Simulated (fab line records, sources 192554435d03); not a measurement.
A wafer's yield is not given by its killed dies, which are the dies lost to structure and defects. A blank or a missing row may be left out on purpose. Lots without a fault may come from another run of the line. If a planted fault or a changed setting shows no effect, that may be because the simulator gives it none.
fab line records ; flow n5Finfet
record lots=10; wafers=27; lastDay=18
route steps=1938 shown MIM_BOT_LITHO@1865 TV_OPEN@1888 PAD_METAL@1895 PASSIVATION@1901
lots that met no fault: taken from a fault-free run of the same line
startH: the number of hours between the record's first day and the start of the first shown wafer of the lot ; waitH: hours elapsed since this lot's preceding step ; " repeats the value in the row above ; L1.1+2: a single row standing in for several wafers ; - no value, or no start was given ; * or withheld: withheld ; < > ~ a bound
route shown NAME@n: names a module that has steps shown in the file, with the first one's number in the route ; usual: the fault-free wafers' mean and standard deviation ; same: alike in all rows ; chamber/n: place in a boat ; sites: each site's reading ; _std_site: standard deviation across them ; _edge_site: inner sites' mean taken away from outer sites' mean ; radiusMm: for every site, how far away it sits from the centre of the wafer ; mask NAME#n: copy n ; behind: the tool/chamber that last shaped the wafer ; hold: the reason the lot was held/the length of the hold in hours/how it ended ; device: which transistor (n, p or np) failed to switch ; end of line: tests of these same wafers at the route's end ; where a step has no rows: the recipe by itself ; killed: not the wafer's yield, but the dies lost to structure and defects at the first sort ; map: per-die view of a wafer (x killed, . not killed, _ where there is no die)
set.NAME: the setting as run; set.NAME@STEP: as run at that earlier step ; model.NAME: the simulator's own value behind a step, which no gauge read
the route's steps for a sample of lots (tables are steps, rows are wafers)
services: the hour from which a tool's chamber was out of use, counted from the record's first day as startH (under 0 if before that day), plus the number of hours and why
## steps
# step N5_MIM_BOT_LITHO_DESCUM_10
# recipe chemistry=O2; timeS=7.9; sourcePowerW=50; biasPowerW=20; pressureMtorr=20; rfFrequencyHz=2.712e+07; tempC=40; o2FlowSccm=225
# usual drypumpMotorCurrentA=5.6/0.54; oesProductAu=0.81/0.082; rfVppV=243.1/1.3; showerheadPlenumPTorr=2.08/0.068; throttleValvePct=20.35/0.26
lot.wafer;tool;chamber;startH;waitH;drypumpMotorCurrentA;oesProductAu;rfHoursCounterH;rfVppV;showerheadPlenumPTorr;throttleValvePct
L936.2;rieDiel-05;2;317.04;0.1;5.5;0.88;36;244.0;2.13;20.07
L936.3;rieDiel-05;0;317.04;0.1;6.1;0.82;85;242.6;2.04;20.19
L936.6;rieDiel-05;1;317.04;0.1;5.8;0.92;-;241.2;2.05;20.17
L938.4;rieDiel-06;2;322.03;0.0;6.6;0.92;42;244.5;2.22;20.14
L938.5;rieDiel-06;0;322.03;0.0;5.6;0.73;-;242.3;2.07;20.48
L938.6;rieDiel-06;3;322.03;0.0;5.4;0.89;-;244.9;2.22;20.37
L940.3;rieDiel-05;1;342.37;0.0;5.8;0.90;38;242.6;2.04;20.19
L940.4;rieDiel-05;1;342.37;0.0;5.8;0.90;-;242.4;2.04;20.19
L940.5;rieDiel-05;2;342.37;0.0;5.5;0.87;-;242.4;2.13;20.10
L942.1;rieDiel-05;3;348.85;0.2;6.1;0.99;1;243.9;2.12;20.38
L942.3;rieDiel-05;1;348.85;0.2;5.7;0.89;39;240.6;2.04;20.20
L942.5;rieDiel-05;0;348.85;0.2;6.1;0.81;-;240.3;2.03;20.20
L945.4;rieDiel-06;1;365.49;0.0;4.9;0.71;222;243.3;2.00;20.94
L945.5;rieDiel-06;1;365.49;0.0;4.9;0.70;-;242.1;2.00;20.95
L945.6;rieDiel-06;0;365.49;0.0;5.6;0.73;-;244.2;2.07;20.48
L946.1;rieDiel-01;0;380.39;0.0;4.9;0.75;177;240.2;2.01;20.72
L946.3;rieDiel-01;1;380.39;0.0;5.1;0.68;230;242.7;2.05;20.39
L949.3;rieDiel-05;0;387.39;0.0;6.1;0.80;112;241.0;2.03;20.23
L949.5;rieDiel-05;1;387.39;0.0;5.8;0.87;-;242.4;2.04;20.20
L948.2;rieDiel-06;2;392.17;0.0;6.6;0.88;63;245.1;2.21;20.17
L948.5;rieDiel-06;0;392.17;0.0;5.6;0.72;-;243.1;2.07;20.49
L952.1;rieDiel-01;0;426.95;0.0;4.9;0.74;193;242.1;2.00;20.73
L952.2;rieDiel-01;1;426.95;0.0;5.1;0.67;246;243.4;2.04;20.39
L952.5;rieDiel-01;1;426.95;0.0;5.1;0.67;-;242.8;2.04;20.40
L953.2;rieDiel-06;2;427.18;0.0;6.6;0.86;75;246.1;2.20;20.19
L953.3;rieDiel-06;1;427.18;0.0;4.9;0.69;240;242.4;1.99;20.98
L953.5;rieDiel-06;3;427.18;0.0;5.5;0.83;-;245.0;2.20;20.41
# step N5_PASSIVATION_VIA_ETCH_13
# recipe chemistry=CHF3/O2; target=SiO2; targetDepthA=6600; CHF3_flow_sccm=50; O2_flow_sccm=5; Ar_flow_sccm=200; timeS=330; maskMaterial=PR; pressureMtorr=30; sourceW=650; biasW=170; ionEnergyEv=200; ends=cleared
# usual drypumpMotorCurrentA=5.7/0.39; etchRfOnTimeS=236/5.4; oes_f_703_au=0.79/0.092; oesProductAu=0.72/0.087; rfVppV=523/9.4; showerheadPlenumPTorr=2.43/0.086; throttleValvePct=18.90/0.16
lot.wafer;tool;chamber;startH;waitH;drypumpMotorCurrentA;etchRfOnTimeS;oes_f_703_au;oesProductAu;rfHoursCounterH;rfVppV;showerheadPlenumPTorr;throttleValvePct
L936.2;rieDiel-04;1;318.95;0.0;5.2;237;0.89;0.83;20;531;2.47;18.66
L936.3;rieDiel-04;3;318.95;0.0;6.3;243;0.81;0.72;92;514;2.54;18.95
L936.6;rieDiel-04;1;318.95;0.0;5.2;234;0.89;0.83;-;532;2.47;18.69
L938.4;rieDiel-04;1;323.64;0.0;5.2;240;0.89;0.82;22;531;2.47;18.69
L938.5;rieDiel-04;0;323.64;0.0;5.5;238;1.01;0.89;-;524;2.58;18.76
L938.6;rieDiel-04;3;323.64;0.0;6.3;246;0.81;0.72;-;514;2.54;18.98
L940.3;rieDiel-03;1;344.04;0.0;5.7;233;0.73;0.66;191;536;2.41;18.82
L940.4;rieDiel-03;2;344.04;0.0;6.0;238;0.73;0.65;214;524;2.29;19.00
L940.5;rieDiel-03;2;344.04;0.0;6.0;232;0.72;0.66;-;524;2.29;19.01
L942.1;rieDiel-03;1;350.93;0.0;5.7;229;0.73;0.67;192;536;2.41;18.83
L942.3;rieDiel-03;2;350.93;0.0;6.0;227;0.72;0.66;215;523;2.29;19.02
L942.5;rieDiel-03;2;350.93;0.0;6.1;242;0.72;0.65;-;522;2.29;19.01
L945.4;rieDiel-04;3;367.67;0.0;6.3;238;0.79;0.71;106;514;2.53;19.00
L945.5;rieDiel-04;2;367.67;0.0;5.8;236;0.70;0.62;-;512;2.39;19.00
L945.6;rieDiel-04;3;367.67;0.0;6.3;238;0.79;0.71;-;515;2.53;18.98
L946.1;rieDiel-03;3;384.75;0.0;5.5;243;0.68;0.60;243;515;2.47;18.96
L946.3;rieDiel-03;2;384.75;0.0;6.1;238;0.72;0.65;225;524;2.28;19.04
L949.3;rieDiel-03;3;389.00;0.0;5.5;242;0.67;0.60;244;515;2.47;18.98
L949.5;rieDiel-03;3;389.00;0.0;5.5;245;0.68;0.59;-;514;2.47;19.00
L948.2;rieDiel-04;0;395.00;0.0;5.5;232;0.94;0.85;18;524;2.57;18.81
L948.5;rieDiel-04;3;395.00;0.0;6.3;250;0.78;0.70;-;515;2.53;19.00
L953.2;rieDiel-04;1;430.70;0.0;5.2;232;0.84;0.78;49;530;2.46;18.74
L953.3;rieDiel-04;3;430.70;0.0;6.3;243;0.78;0.69;125;513;2.52;19.02
L953.5;rieDiel-04;2;430.70;0.0;5.8;238;0.69;0.62;-;513;2.38;19.03
L952.1;rieDiel-03;2;431.07;0.0;6.0;235;0.70;0.64;240;523;2.28;19.04
L952.2;rieDiel-03;1;431.07;0.0;5.7;231;0.71;0.65;217;538;2.40;18.87
L952.5;rieDiel-03;2;431.07;0.0;6.0;240;0.70;0.63;-;523;2.28;19.07
# step N5_PASSIVATION_SPUTTER_20
# recipe material=TaN; targetThkA=500; tempC=25; chamberPressurePa=0.4
# usual throttleValvePct=30.2/1.1
lot.wafer;tool;chamber;startH;waitH;throttleValvePct
L936.2;pvdSputter-02;-;319.63;0.0;28.1
L936.3;pvdSputter-02;-;319.63;0.0;30.6
L936.6;pvdSputter-02;-;319.63;0.0;28.2
L938.4;pvdSputter-02;-;324.24;0.0;28.8
L938.5;pvdSputter-02;-;324.24;0.0;28.2
L938.6;pvdSputter-02;-;324.24;0.0;28.5
L940.3;pvdSputter-01;-;347.03;0.0;29.8
L940.4;pvdSputter-01;-;347.03;0.0;29.7
L940.5;pvdSputter-01;-;347.03;0.0;30.6
L942.1;pvdSputter-03;-;351.45;0.0;30.1
L942.3;pvdSputter-03;-;351.45;0.0;30.3
L942.5;pvdSputter-03;-;351.45;0.0;29.7
L945.4;pvdSputter-01;-;369.07;0.0;32.2
L945.5;pvdSputter-01;-;369.07;0.0;29.7
L945.6;pvdSputter-01;-;369.07;0.0;30.8
L946.1;pvdSputter-03;-;385.39;0.0;30.1
L946.3;pvdSputter-03;-;385.39;0.0;30.1
L949.3;pvdSputter-01;-;390.01;0.0;29.6
L949.5;pvdSputter-01;-;390.01;0.0;32.1
L948.2;pvdSputter-01;-;395.50;0.0;29.9
L948.5;pvdSputter-01;-;395.50;0.0;30.9
L953.2;pvdSputter-01;-;431.52;0.0;29.7
L953.3;pvdSputter-01;-;431.52;0.0;32.0
L953.5;pvdSputter-01;-;431.52;0.0;30.0
L952.1;pvdSputter-02;-;432.20;0.0;30.6
L952.2;pvdSputter-02;-;432.20;0.0;28.2
L952.5;pvdSputter-02;-;432.20;0.0;28.2
# step N5_PASSIVATION_EXPOSE_27
# recipe maskId=PAD; na=0.55; sourceShape=conventional; sigmaOuter=0.8; polarization=unpolarized; defocusNm=0; doseMj=32.3
# usual exposureDoseMJCm2=32.30/0.032; stageVelMmS=500.01/0.22
lot.wafer;tool;chamber;startH;waitH;mask;exposureDoseMJCm2;stageVelMmS
L936.2;krfScanner-01;0;320.15;-;PAD#0;32.28;500.41
L936.3;krfScanner-01;0;320.15;-;PAD#0;32.29;500.13
L936.6;krfScanner-01;0;320.15;-;PAD#0;32.28;500.12
L938.4;krfScanner-02;0;324.65;-;PAD#0;32.35;499.88
L938.5;krfScanner-02;0;324.65;-;PAD#0;32.28;500.17
L938.6;krfScanner-02;0;324.65;-;PAD#0;32.31;500.01
L940.3;krfScanner-01;0;347.58;-;PAD#0;32.30;500.48
L940.4;krfScanner-01;0;347.58;-;PAD#0;32.24;499.95
L940.5;krfScanner-01;0;347.58;-;PAD#0;32.30;500.23
L942.1;krfScanner-02;0;351.97;-;PAD#0;32.31;499.92
L942.3;krfScanner-02;0;351.97;-;PAD#0;32.27;500.13
L942.5;krfScanner-02;0;351.97;-;PAD#0;32.30;499.94
L945.4;krfScanner-01;0;369.61;-;PAD#0;32.19;499.93
L945.5;krfScanner-01;0;369.61;-;PAD#0;32.30;499.71
L945.6;krfScanner-01;0;369.61;-;PAD#0;32.25;499.65
L946.1;krfScanner-01;0;385.79;-;PAD#0;23.63;500.34
L946.3;krfScanner-01;0;385.79;-;PAD#0;23.69;500.26
L949.3;krfScanner-01;0;390.55;-;PAD#0;23.70;499.77
L949.5;krfScanner-01;0;390.55;-;PAD#0;23.67;500.14
L948.2;krfScanner-01;0;396.02;-;PAD#0;23.74;500.09
L948.5;krfScanner-01;0;396.02;-;PAD#0;23.69;499.86
L953.2;krfScanner-02;0;431.92;-;PAD#0;32.35;499.74
L953.3;krfScanner-02;0;431.92;-;PAD#0;32.31;499.65
L953.5;krfScanner-02;0;431.92;-;PAD#0;32.33;499.56
L952.1;krfScanner-02;0;432.63;-;PAD#0;32.33;499.66
L952.2;krfScanner-02;0;432.63;-;PAD#0;32.31;500.10
L952.5;krfScanner-02;0;432.63;-;PAD#0;32.35;499.95
# step N5_PASSIVATION_CD_MEAS_30
# recipe targetCdNm=4000; landingEnergyEv=500; detector=seInlens; polarity=opening
# usual cdNm=4000.6/1.7
lot.wafer;tool;chamber;startH;waitH;cdNm
L936.2;cdSem-03;0;320.32;-;3998.5
L936.3;cdSem-03;0;320.32;-;3998.9
L936.6;cdSem-03;0;320.32;-;3998.6
L938.4;cdSem-02;0;324.82;-;3998.5
L938.5;cdSem-02;0;324.82;-;3999.2
L938.6;cdSem-02;0;324.82;-;4000.9
L940.3;cdSem-01;0;347.75;-;4001.5
L940.4;cdSem-01;0;347.75;-;3999.1
L940.5;cdSem-01;0;347.75;-;3998.4
L942.1;cdSem-02;0;352.15;-;4003.7
L942.3;cdSem-02;0;352.15;-;4005.0
L942.5;cdSem-02;0;352.15;-;4003.2
L945.4;cdSem-01;0;369.77;-;3999.7
L945.5;cdSem-01;0;369.77;-;4003.0
L945.6;cdSem-01;0;369.77;-;4003.0
L946.1;cdSem-03;0;385.97;-;3943.6
L946.3;cdSem-03;0;385.97;-;3943.9
L949.3;cdSem-01;0;390.71;-;3945.5
L949.5;cdSem-01;0;390.71;-;3942.3
L948.2;cdSem-02;0;396.19;-;3944.0
L948.5;cdSem-02;0;396.19;-;3943.1
L953.2;cdSem-03;0;432.10;-;4003.1
L953.3;cdSem-03;0;432.10;-;4004.0
L953.5;cdSem-03;0;432.10;-;4000.7
L952.1;cdSem-01;0;432.81;-;4002.0
L952.2;cdSem-01;0;432.81;-;3999.6
L952.5;cdSem-01;0;432.81;-;3999.7
## services
tool;chamber;startH;hours;kind
rieDiel-04;0;307.97;-;clean
rieDiel-04;0;307.97;-;consumableReplace:focusRing
rieDiel-04;0;307.97;-;consumableReplace:showerhead
pvdSputter-02;-;310.46;4.5;repair
krfScanner-01;0;311.12;-;calibration
rieDiel-03;0;318.87;4.7;repair
rieDiel-06;-;323.83;2.8;pm
pvdSputter-02;-;324.98;1.7;repair
rieDiel-03;0;325.59;3.4;repair
krfScanner-02;-;329.22;0.5;repair
pvdSputter-03;-;330.58;2.5;repair
pvdSputter-03;-;333.25;7.2;repair
pvdSputter-02;-;343.85;3.3;repair
rieDiel-04;1;350.14;7.9;repair
rieDiel-06;1;353.19;3.7;repair
krfScanner-02;-;361.72;1.3;pm
rieDiel-01;0;368.40;6.1;repair
rieDiel-04;0;378.54;9.7;repair
pvdSputter-01;-;379.91;5.9;repair
pvdSputter-02;-;392.32;6.4;repair
pvdSputter-01;-;398.43;1.6;repair
krfScanner-01;-;409.58;1.0;pm
krfScanner-02;-;421.06;1.0;pm
rieDiel-03;0;431.52;6.5;repair
## key
firstSign step=N5_PASSIVATION_EXPOSE_27; reading=exposureDoseMJCm2; direction=down; sigmas=99+; usual=32.30; struck=23.69
effect step=N5_PASSIVATION_CD_MEAS_30; reading=cdNm; direction=down; sigmas=33; usual=4000.6; struck=3943.7
metAt N5_PASSIVATION_EXPOSE_27
struckLots L946,L948,L949
notActingAt N5_MIM_BOT_LITHO_DESCUM_10,N5_PASSIVATION_VIA_ETCH_13,N5_PASSIVATION_SPUTTER_20
onsetBetween 369.61 385.79
fault kind=processParameterDrift; tool=krfScanner-01; chamber=-; onsetH=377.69; steps=N5_PASSIVATION_EXPOSE_27; channel=doseMj; offset=-8.5874; shape=step; actsIn=theseRecipesOnly; stated=32.3
